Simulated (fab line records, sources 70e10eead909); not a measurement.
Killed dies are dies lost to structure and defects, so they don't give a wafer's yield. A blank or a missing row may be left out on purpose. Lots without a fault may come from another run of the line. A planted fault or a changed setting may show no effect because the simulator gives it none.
fab line records | flow nand_harc
record lots=14 wafers=41 last_day=25
route steps=1159 shown A_SLIT@803 A_WL_FILL@825 A_CONTACT@842 END@1159
lots that met no fault: from a run of the same line without faults
start_h: hours from the record's first day to the start of the lot's first wafer shown | wait_h: hours since the lot's step before | " the same as in the row above | L1.1+2: a row that stands for several wafers | - no value, or no start given | * or withheld: withheld | < > ~ a bound
route shown NAME@n: a module of which the file shows steps, and the number in the route of the first | usual: mean/standard deviation of fault-free wafers | same: alike in all rows | chamber/n: place in a boat | sites: the reading at each site | _std_site: their standard deviation | _edge_site: outer sites' mean less inner sites' | radius_mm: how far each site lies from the wafer's centre | mask NAME#n: copy n | behind: the tool/chamber that last shaped the wafer | hold: why the lot was held/for how many hours/how that ended | device: the transistor (n, p or np) that didn't switch | end of line: the same wafers' tests at the end of the route | a step without rows: its recipe alone | killed: dies lost to structure and defects at the first sort, not the wafer's yield | map: a wafer's dies, x killed, . not, _ none there
set.NAME: the setting as run; set.NAME@STEP: as run at that earlier step | model.NAME: the simulator's own value behind a step, which no gauge read
steps of the route over a sample of lots; a table a step, a row a wafer
services: from which hour (start_h, from the record's first day; less than 0 if before it) a tool's chamber was out of use, for how many hours, and why
## steps
# step NHARC_A_SLIT_CD_MEAS_21
# usual cd_nm=289.3/1.2
# columns lot.wafer tool chamber start_h wait_h cd_nm
L498.3 cd_sem-03 - 327.71 - 291.1
L498.5 " - " " 291.5
L498.6 " - " " 289.0
L497.3 cd_sem-03 - 328.79 - 285.8
L497.4 " - " " 287.7
L497.6 " - " " 288.6
L500.2 cd_sem-01 - 329.36 - 286.7
L500.3 " - " " 287.0
L500.4 " - " " 285.3
L502.1 cd_sem-02 - 335.56 - 289.3
L502.5 " - " " 289.3
L502.6 " - " " 288.8
L506.2 cd_sem-03 - 381.31 - 289.1
L506.6 " - " " 288.6
L505.1 cd_sem-03 - 382.97 - 290.6
L505.3 " - " " 289.0
L505.6 " - " " 289.6
L504.1 cd_sem-03 - 383.21 - 289.5
L504.3 " - " " 288.3
L504.6 " - " " 290.1
L512.2 cd_sem-02 - 405.15 - 290.1
L512.3 " - " " 287.2
L512.6 " - " " 289.1
L515.4 cd_sem-02 - 445.56 - 287.2
L515.5 " - " " 288.2
L515.6 " - " " 289.4
L517.1 cd_sem-03 - 449.82 - 290.0
L517.2 " - " " 289.6
L517.3 " - " " 289.5
L516.3 cd_sem-01 - 451.02 - 289.2
L516.4 " - " " 290.8
L516.5 " - " " 289.6
L518.2 cd_sem-03 - 455.92 - 289.4
L518.4 " - " " 289.4
L518.6 " - " " 290.1
L519.2 cd_sem-01 - 456.09 - 290.3
L519.3 " - " " 289.9
L519.4 " - " " 291.4
L520.2 cd_sem-03 - 474.34 - 289.3
L520.3 " - " " 288.4
L520.6 " - " " 289.5
# step NHARC_A_WL_FILL_ETCHBACK_17
# recipe target_depth_a=40 time_s=26.7 chemistry=Cl2/BCl3
# usual drypump_motor_current_A=5.9/0.53 oes_product_au=0.999/0.014
# columns lot.wafer tool chamber start_h wait_h drypump_motor_current_A oes_product_au rf_hours_counter_h
L500.2 rie_metal-01 1 350.71 - 5.4 0.994 0.7
L500.3 " 1 " " 5.4 0.990 -
L500.4 " 0 " " 5.6 0.986 -
L498.3 rie_metal-03 1 350.82 - 6.8 1.001 -
L498.5 " 1 " " 6.8 0.987 -
L498.6 " 0 " " 5.4 1.003 -
L502.1 rie_metal-03 0 353.96 - 5.4 1.009 2.3
L502.6 " 0 " " 5.4 1.016 -
L502.5 " 1 " " 6.8 1.011 -
L497.3 rie_metal-02 1 353.98 - 6.1 1.014 -
L497.4 " 0 " " 6.6 0.995 -
L497.6 " 1 " " 6.0 1.004 -
L504.1 rie_metal-03 0 406.26 - 5.4 1.000 3.3
L504.3 " 1 " " 6.8 0.988 -
L504.6 " 1 " " 6.8 0.996 -
L506.2 rie_metal-01 1 407.55 - 5.4 0.996 1.8
L506.6 " 1 " " 5.4 0.984 -
L505.1 rie_metal-02 1 408.62 - 6.1 1.021 0.4
L505.3 " 1 " " 6.1 1.010 -
L505.6 " 1 " " 6.1 1.011 -
L512.2 rie_metal-02 0 426.01 - 6.6 0.992 0.7
L512.3 " 0 " " 6.6 0.986 -
L512.6 " 0 " " 6.6 0.986 -
L515.4 rie_metal-01 0 470.12 - 5.7 0.991 -
L515.6 " 1 " " 5.4 1.004 -
L515.5 " 0 " " 5.6 0.992 -
L516.4 rie_metal-02 0 473.42 - 6.6 0.982 -
L516.3 " 1 " " 6.1 1.033 -
L516.5 " 0 " " 6.6 0.986 -
L517.1 rie_metal-03 0 473.43 - 5.4 1.000 0.5
L517.2 " 1 " " 6.8 1.002 0.5
L517.3 " 0 " " 5.4 1.002 -
L519.2 rie_metal-01 1 478.59 - 5.4 1.009 3.7
L519.4 " 1 " " 5.4 1.005 -
L519.3 " 0 " " 5.6 0.982 -
L518.2 rie_metal-02 1 478.60 - 6.0 1.035 2.2
L518.4 " 1 " " 6.0 1.031 -
L518.6 " 0 " " 6.6 0.992 -
L520.2 rie_metal-01 0 505.08 - 5.6 0.992 4.4
L520.3 " 0 " " 5.7 0.998 -
L520.6 " 0 " " 5.7 0.985 -
# step NHARC_A_WL_FILL_ALD_19
# recipe target_thk_a=20 pulse_time_s=3 ald_cycles=100 temp_c=450 material=TiN
# usual ald_cycles=100/0 heater_power_w=1108/130 precursor_pulse_height_rel=0.999/0.019
# columns lot.wafer tool chamber start_h wait_h ald_cycles heater_power_w precursor_pulse_height_rel
L500.3 ald_metal-03 3 356.13 0.1 100 1225 0.989
L500.4 " 0 " " 100 850 0.987
L500.2 " 2 " " 100 1059 0.976
L498.3 ald_metal-01 0 356.13 0.1 100 1119 1.016
L498.5 " 0 " " 100 1102 0.996
L498.6 " 1 " " 100 1241 1.005
L502.1 ald_metal-04 1 359.61 0.1 100 1296 0.988
L502.5 " 0 " " 100 915 1.004
L502.6 " 1 " " 100 1273 1.006
L497.3 ald_metal-03 1 359.61 0.1 100 1160 0.993
L497.4 " 2 " " 100 1060 0.973
L497.6 " 1 " " 100 1179 1.005
L505.1 ald_metal-01 0 411.96 0.1 100 1086 1.008
L505.3 " 1 " " 45 1243 1.013
L505.6 " 1 " " 100 1238 1.008
L504.3 ald_metal-03 1 412.00 0.1 100 1190 1.029
L504.1 " 3 " " 100 1195 0.987
L504.6 " 1 " " 100 1174 1.017
L506.2 ald_metal-01 0 412.08 0.2 45 1105 1.002
L506.6 " 0 " " 100 1134 1.011
L512.3 ald_metal-01 2 431.57 0.1 45 1142 0.942
L512.2 " 3 " " 45 1249 1.000
L512.6 " 3 " " 100 1280 0.962
L515.4 ald_metal-03 3 475.61 0.1 100 1194 0.998
L515.6 " 3 " " 100 1228 1.013
L515.5 " 0 " " 100 833 0.985
L517.2 ald_metal-04 0 478.66 0.1 100 952 0.971
L517.3 " 1 " " 100 1207 0.992
L517.1 " 3 " " 100 1030 1.002
L516.3 ald_metal-03 2 478.69 0.1 100 1051 1.005
L516.4 " 3 " " 100 1201 1.002
L516.5 " 1 " " 100 1183 0.966
L519.2 ald_metal-04 2 484.24 0.1 100 1021 1.001
L519.3 " 0 " " 100 918 0.992
L519.4 " 1 " " 100 1199 1.010
L518.2 ald_metal-01 3 484.26 0.1 100 1299 1.037
L518.4 " 1 " " 100 1203 0.986
L518.6 " 2 " " 100 1185 1.014
L520.3 ald_metal-03 2 510.78 0.1 100 1054 1.006
L520.2 " 0 " " 100 874 0.987
L520.6 " 1 " " 100 1166 0.995
# step NHARC_A_CONTACT_DEP_28
# recipe target_thk_a=36000 temp_c=400 material=aC
# usual throttle_valve_pct=35.000/0.0086
# columns lot.wafer tool chamber start_h wait_h throttle_valve_pct
L500.2 acl_dep-03 0 365.73 3.2 35.000
L500.3 " 0 " " 35.007
L500.4 " 0 " " 34.993
L498.3 acl_dep-02 0 367.16 3.1 35.001
L498.5 " 0 " " 34.994
L498.6 " 0 " " 35.000
L497.3 acl_dep-02 0 371.21 4.3 34.992
L497.4 " 0 " " 34.993
L497.6 " 0 " " 34.993
L502.1 acl_dep-02 0 372.68 4.5 35.002
L502.5 " 0 374.15 6.0 34.996
L502.6 " 0 " " 35.004
L505.1 acl_dep-01 0 421.22 0.1 35.001
L505.6 " 0 423.07 1.9 34.991
L504.1 acl_dep-02 0 426.39 0.9 35.008
L504.3 " 0 " " 35.002
L504.6 " 0 428.23 2.7 35.003
L506.6 acl_dep-03 0 430.24 1.9 35.007
L512.6 acl_dep-02 0 441.40 3.4 34.982
L515.4 acl_dep-02 0 485.70 3.4 35.009
L515.5 " 0 " " 34.996
L515.6 " 0 " " 35.017
L517.1 acl_dep-02 0 487.30 0.1 34.982
L517.2 " 0 " " 34.997
L517.3 " 0 " " 34.990
L516.3 acl_dep-01 0 492.13 0.9 34.993
L516.4 " 0 " " 34.995
L516.5 " 0 " " 34.999
L519.2 acl_dep-02 0 500.16 0.4 35.012
L519.3 " 0 " " 34.998
L519.4 " 0 " " 34.997
L518.2 acl_dep-03 0 501.13 0.5 35.004
L518.4 " 0 " " 35.007
L518.6 " 0 " " 34.999
L520.2 acl_dep-03 0 519.34 0.4 35.006
L520.3 " 0 " " 35.008
L520.6 " 0 520.80 1.9 35.003
# step NHARC_END_SORT_01
# recipe temp_c=25
# usual killed_at_array=27/10 killed_at_other=0.6/0.96 killed_at_periphery=3.4/2.7 killed_dies=31/10 killed_open=2.9/1.8 killed_short=1.8/1.4
# same gross_dies=677
# columns lot.wafer tool chamber start_h wait_h killed_at_array killed_at_other killed_at_periphery killed_dies killed_open killed_short
L505.1 prober-01 0 492.79 2.5 12 1 8 21 1 2
L505.3 prober-01 0 494.40 3.1 665 0 12 677 1 5
L505.6 prober-01 0 496.82 4.0 17 1 12 30 3 1
L506.2 prober-02 0 502.08 2.8 676 0 1 677 6 1
L506.6 prober-02 0 505.27 4.0 44 0 3 47 5 1
L512.2 prober-02 0 510.37 2.8 676 0 1 677 3 0
L512.3 prober-02 0 511.16 3.1 676 0 1 677 2 0
L512.6 prober-02 0 513.56 4.0 30 0 6 36 8 4
L515.4 prober-01 0 566.00 3.4 30 0 1 31 4 2
L515.5 prober-01 0 566.81 3.8 27 0 1 28 1 4
L515.6 prober-01 0 567.62 4.1 29 0 0 29 1 1
# killed by level:class
L505.1 A_CHANNEL_HOLE_D1:chamber_film_flake=5 P_ZERO_WELL:chamber_film_flake=4 A_STAIRCASE:chamber_film_flake=3 P_M1:chamber_film_flake=2 A_CONTACT:chamber_film_flake=2 A_ONON_D1:geometric_particle:open=1 A_CONTACT:geometric_particle:short=1 P_GATE:chamber_film_flake=1
L505.3 A_WL_FILL:area_ald=651 P_ZERO_WELL:chamber_film_flake=7 P_M1:chamber_film_flake=3 A_CHANNEL_HOLE_D1:chamber_film_flake=3 A_SGD_CUT:geometric_particle:short=2 A_SLIT:chamber_film_flake=2 P_CONTACT:geometric_particle:short=1 A_CHANNEL_FILL_D1:geometric_particle:short=1
L505.6 P_GATE:chamber_film_flake=4 A_STAIRCASE:chamber_film_flake=4 A_SLIT:chamber_film_flake=4 P_ZERO_WELL:chamber_film_flake=3 P_M1:chamber_film_flake=3 A_CONTACT:geometric_particle:open=2 A_CHANNEL_HOLE_D1:chamber_film_flake=2 A_WL_FILL:chamber_film_flake=2
L506.2 A_WL_FILL:area_ald=631 A_CHANNEL_HOLE_D1:chamber_film_flake=22 A_SLIT:chamber_film_flake=8 A_STAIRCASE:chamber_film_flake=6 A_CONTACT:chamber_film_flake=3 P_M1:geometric_particle:open=1 A_SOURCE_PLATE:geometric_particle:open=1 A_ONON_D1:geometric_particle:open=1
L506.6 A_SLIT:chamber_film_flake=16 A_CHANNEL_HOLE_D1:chamber_film_flake=15 A_STAIRCASE:chamber_film_flake=4 A_CONTACT:chamber_film_flake=4 P_CONTACT:geometric_particle:open=1 P_M2:geometric_particle:open=1 A_ONON_D1:geometric_particle:short=1 A_CHANNEL_FILL_D1:geometric_particle:open=1
L512.2 A_WL_FILL:area_ald=641 A_SLIT:chamber_film_flake=16 A_CHANNEL_HOLE_D1:chamber_film_flake=8 A_CONTACT:chamber_film_flake=7 A_STAIRCASE:chamber_film_flake=2 P_M2:geometric_particle:open=1 A_CHANNEL_HOLE_D1:geometric_particle:open=1 A_M1:geometric_particle:open=1
L512.3 A_WL_FILL:area_ald=642 A_SLIT:chamber_film_flake=14 A_CHANNEL_HOLE_D1:chamber_film_flake=13 A_STAIRCASE:chamber_film_flake=2 A_CONTACT:chamber_film_flake=2 P_M0:geometric_particle:open=1 A_CHANNEL_FILL_D1:geometric_particle:open=1 A_ZERO_WELL:chamber_film_flake=1
L512.6 A_CHANNEL_HOLE_D1:chamber_film_flake=10 A_SLIT:chamber_film_flake=10 P_M0:geometric_particle:open=4 A_STAIRCASE:chamber_film_flake=3 P_CONTACT:geometric_particle:open=1 P_M2:geometric_particle:short=1 A_ONON_D1:geometric_particle:short=1 A_CHANNEL_HOLE_D1:geometric_particle:short=1
L515.4 A_CHANNEL_HOLE_D1:chamber_film_flake=18 A_M1:chamber_film_flake=2 P_M1:geometric_particle:open=1 A_SOURCE_PLATE:geometric_particle:short=1 A_CHANNEL_FILL_D1:geometric_particle:open=1 A_CONTACT:geometric_particle:short=1 A_CONTACT:geometric_particle:open=1 A_M1:geometric_particle:open=1
L515.5 A_CHANNEL_HOLE_D1:chamber_film_flake=16 A_WL_FILL:geometric_particle:short=2 A_CONTACT:chamber_film_flake=2 A_M1:chamber_film_flake=2 A_ONON_D1:geometric_particle:short=1 A_SLIT:geometric_particle:short=1 A_M1:geometric_particle:open=1 P_M1:chamber_film_flake=1
L515.6 A_CHANNEL_HOLE_D1:chamber_film_flake=18 A_CONTACT:chamber_film_flake=5 A_WL_FILL:chamber_film_flake=4 A_WL_FILL:geometric_particle:short=1 A_M1:geometric_particle:open=1
## services
# columns tool chamber start_h hours kind
ald_metal-03 0 332.00 - clean
ald_metal-03 1 332.00 - clean
ald_metal-03 2 332.00 - clean
rie_metal-01 - 332.00 9.0 pm
acl_dep-02 - 351.43 13.0 pm
acl_dep-02 - 366.11 0.3 repair
ald_metal-04 - 376.35 1.4 repair
ald_metal-03 - 382.98 0.6 repair
rie_metal-02 - 388.00 9.0 pm
ald_metal-03 3 400.66 3.0 repair
ald_metal-04 2 401.75 31.6 repair
acl_dep-03 - 405.79 13.0 pm
ald_metal-04 - 406.00 10.0 pm
ald_metal-03 3 432.97 4.4 repair
rie_metal-03 - 453.00 9.0 pm
ald_metal-01 - 458.02 10.0 pm
rie_metal-01 - 462.01 0.3 repair
ald_metal-04 1 467.59 3.9 repair
acl_dep-01 - 473.69 13.0 pm
rie_metal-03 1 475.34 7.7 repair
ald_metal-03 - 500.00 10.0 pm
ald_metal-01 - 500.00 0.3 repair
rie_metal-01 - 509.00 9.0 pm
rie_metal-03 - 515.22 0.4 repair
## key
first_sign step=NHARC_A_WL_FILL_ALD_19 reading=ald_cycles direction=down sigmas=99+ usual=100 struck=45
effect step=NHARC_END_SORT_01 reading=killed_dies direction=up sigmas=65 usual=31 struck=677
more_kills_born_at NHARC_A_WL_FILL_ALD_19@ald_metal-01=2565
met_at NHARC_A_WL_FILL_ALD_19
struck_lots L505,L506,L512
struck_wafers L505.3,L506.2,L512.2,L512.3
later_rows_left_out L505.3,L506.2,L512.2,L512.3
tester_left_out L505,L506,L512
not_acting_at NHARC_A_SLIT_CD_MEAS_21,NHARC_A_WL_FILL_ETCHBACK_17,NHARC_A_CONTACT_DEP_28
fault kind=process_parameter_drift tool=ald_metal-01 chamber=- onset_h=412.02 steps=NHARC_A_WL_FILL_ALD_19 channel=ald_cycles offset=-55 shape=step end_h=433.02 scope=struck_wafers_only acts_in=these_recipes_only stated=100
# tester_left_out: of these lots the tester's yield and bins aren't shown, on N5 and GAA mostly nor the transistor test; their killed dies are dies lost to structure and defects alone, not to doping, threshold or leakage, so they don't give the yield
# later_rows_left_out: the simulator's readings of these wafers behind a module that went badly wrong aren't trusted and aren't shown, but for the sort
